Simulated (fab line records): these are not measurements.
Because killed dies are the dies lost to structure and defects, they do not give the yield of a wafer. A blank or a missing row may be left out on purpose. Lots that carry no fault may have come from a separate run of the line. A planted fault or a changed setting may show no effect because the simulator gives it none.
Matching of chambers || flow nand-harc || NHARC_P_ZERO_WELL_DESCUM_54 on rie-diel-13 has 4 sister chambers
The step chemistry O2, time 3 s. 20 wafers are shown with their chamber, then 10 later ones without.

== EACH WAFER AND ITS CHAMBER ==
{"wafer": "L074.1", "chamber": 0, "drypump-motor-current-A (A)": 6.7, "rf-vpp-V (V)": 55.5, "oes-product-au (a.u.)": 1.015}
{"wafer": "L074.5", "chamber": 2, "drypump-motor-current-A (A)": 5.9, "rf-vpp-V (V)": 57.5, "oes-product-au (a.u.)": 0.994}
{"wafer": "L074.6", "chamber": 3, "drypump-motor-current-A (A)": 5.0, "rf-vpp-V (V)": 57.0, "oes-product-au (a.u.)": 0.999}
{"wafer": "L075.1", "chamber": 0, "drypump-motor-current-A (A)": 6.7, "rf-vpp-V (V)": 57.1, "oes-product-au (a.u.)": 1.003}
{"wafer": "L075.2", "chamber": 3, "drypump-motor-current-A (A)": 5.0, "rf-vpp-V (V)": 56.9, "oes-product-au (a.u.)": 0.996}
{"wafer": "L075.4", "chamber": 3, "drypump-motor-current-A (A)": 5.0, "rf-vpp-V (V)": 58.7, "oes-product-au (a.u.)": 0.993}
{"wafer": "L079.1", "chamber": 1, "drypump-motor-current-A (A)": 6.0, "rf-vpp-V (V)": 57.2, "oes-product-au (a.u.)": 0.999}
{"wafer": "L079.4", "chamber": 2, "drypump-motor-current-A (A)": 6.0, "rf-vpp-V (V)": 56.9, "oes-product-au (a.u.)": 0.997}
{"wafer": "L079.5", "chamber": 1, "drypump-motor-current-A (A)": 6.0, "rf-vpp-V (V)": 59.9, "oes-product-au (a.u.)": 1.009}
{"wafer": "L081.3", "chamber": 3, "drypump-motor-current-A (A)": 5.0, "rf-vpp-V (V)": 56.9, "oes-product-au (a.u.)": 1.004}
{"wafer": "L081.4", "chamber": 2, "drypump-motor-current-A (A)": 5.9, "rf-vpp-V (V)": 57.4, "oes-product-au (a.u.)": 0.993}
{"wafer": "L081.6", "chamber": 2, "drypump-motor-current-A (A)": 5.9, "rf-vpp-V (V)": 56.8, "oes-product-au (a.u.)": 1.008}
{"wafer": "L083.1", "chamber": 2, "drypump-motor-current-A (A)": 5.9, "rf-vpp-V (V)": 56.7, "oes-product-au (a.u.)": 1.001}
{"wafer": "L083.2", "chamber": 0, "drypump-motor-current-A (A)": 6.6, "rf-vpp-V (V)": 56.2, "oes-product-au (a.u.)": 1.011}
{"wafer": "L083.5", "chamber": 2, "drypump-motor-current-A (A)": 6.0, "rf-vpp-V (V)": 56.6, "oes-product-au (a.u.)": 0.994}
{"wafer": "L086.2", "chamber": 0, "drypump-motor-current-A (A)": 6.7, "rf-vpp-V (V)": 57.4, "oes-product-au (a.u.)": 1.009}
{"wafer": "L086.3", "chamber": 3, "drypump-motor-current-A (A)": 5.0, "rf-vpp-V (V)": 57.2, "oes-product-au (a.u.)": 0.995}
{"wafer": "L086.4", "chamber": 2, "drypump-motor-current-A (A)": 5.9, "rf-vpp-V (V)": 58.4, "oes-product-au (a.u.)": 1.001}
{"wafer": "L090.2", "chamber": 3, "drypump-motor-current-A (A)": 5.0, "rf-vpp-V (V)": 58.1, "oes-product-au (a.u.)": 1.019}
{"wafer": "L090.3", "chamber": 1, "drypump-motor-current-A (A)": 6.0, "rf-vpp-V (V)": 58.1, "oes-product-au (a.u.)": 0.996}

SIGNATURES (averages over the wafers above)
{"reading": "drypump-motor-current-A", "chamber 0": 6.675, "chamber 1": 6.000, "chamber 2": 5.929, "chamber 3": 5.000, "scatter within a chamber": 0.0369}
{"reading": "rf-vpp-V", "chamber 0": 56.550, "chamber 1": 58.400, "chamber 2": 57.186, "chamber 3": 57.467, "scatter within a chamber": 0.841}
{"reading": "oes-product-au", "chamber 0": 1.00950, "chamber 1": 1.00133, "chamber 2": 0.99829, "chamber 3": 1.00100, "scatter within a chamber": 0.00709}
Rule: distance of a wafer from a chamber = root of the sum over the readings of ((wafer's reading minus chamber's mean) / reading's scatter) squared. If the next closest chamber is less than 2 further off than the closest, the wafer can't be placed; otherwise it belongs to the closest. The scatter: the root of (the sum of the squares of (reading less its chamber's mean) over the shown wafers, divided by (wafers less chambers)).

== WAFERS WITHOUT THEIR CHAMBER ==
{"wafer": "L090.6", "drypump-motor-current-A (A)": 5.0, "rf-vpp-V (V)": 59.4, "oes-product-au (a.u.)": 1.014}
{"wafer": "L091.3", "drypump-motor-current-A (A)": 6.0, "rf-vpp-V (V)": 58.7, "oes-product-au (a.u.)": 1.006}
{"wafer": "L091.4", "drypump-motor-current-A (A)": 5.0, "rf-vpp-V (V)": 56.5, "oes-product-au (a.u.)": 1.015}
{"wafer": "L091.6", "drypump-motor-current-A (A)": 5.0, "rf-vpp-V (V)": 57.8, "oes-product-au (a.u.)": 1.022}
{"wafer": "L094.1", "drypump-motor-current-A (A)": 6.0, "rf-vpp-V (V)": 58.7, "oes-product-au (a.u.)": 1.004}
{"wafer": "L094.4", "drypump-motor-current-A (A)": 5.9, "rf-vpp-V (V)": 57.0, "oes-product-au (a.u.)": 0.989}
{"wafer": "L094.6", "drypump-motor-current-A (A)": 5.0, "rf-vpp-V (V)": 58.6, "oes-product-au (a.u.)": 1.012}
{"wafer": "L097.1", "drypump-motor-current-A (A)": 5.0, "rf-vpp-V (V)": 58.2, "oes-product-au (a.u.)": 1.010}
{"wafer": "L097.4", "drypump-motor-current-A (A)": 6.0, "rf-vpp-V (V)": 56.4, "oes-product-au (a.u.)": 0.995}
{"wafer": "L097.6", "drypump-motor-current-A (A)": 6.0, "rf-vpp-V (V)": 58.4, "oes-product-au (a.u.)": 0.997}

== WHICH CHAMBER EACH ONE RAN IN ==
{"wafer": "L090.6", "from the rows above": 3, "in truth": 3}
{"wafer": "L091.3", "from the rows above": 1, "in truth": 1}
{"wafer": "L091.4", "from the rows above": 3, "in truth": 3}
{"wafer": "L091.6", "from the rows above": 3, "in truth": 3}
{"wafer": "L094.1", "from the rows above": 1, "in truth": 1}
{"wafer": "L094.4", "from the rows above": 2, "in truth": 2}
{"wafer": "L094.6", "from the rows above": 3, "in truth": 3}
{"wafer": "L097.1", "from the rows above": 3, "in truth": 3}
{"wafer": "L097.4", "from the rows above": "can't be placed: 2 or 1", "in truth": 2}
{"wafer": "L097.6", "from the rows above": "can't be placed: 1 or 2", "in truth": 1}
8 of 10 placed correctly. Not placeable from these rows: 2 (in 2, the candidates include the true chamber). Wrongly placed: 0.
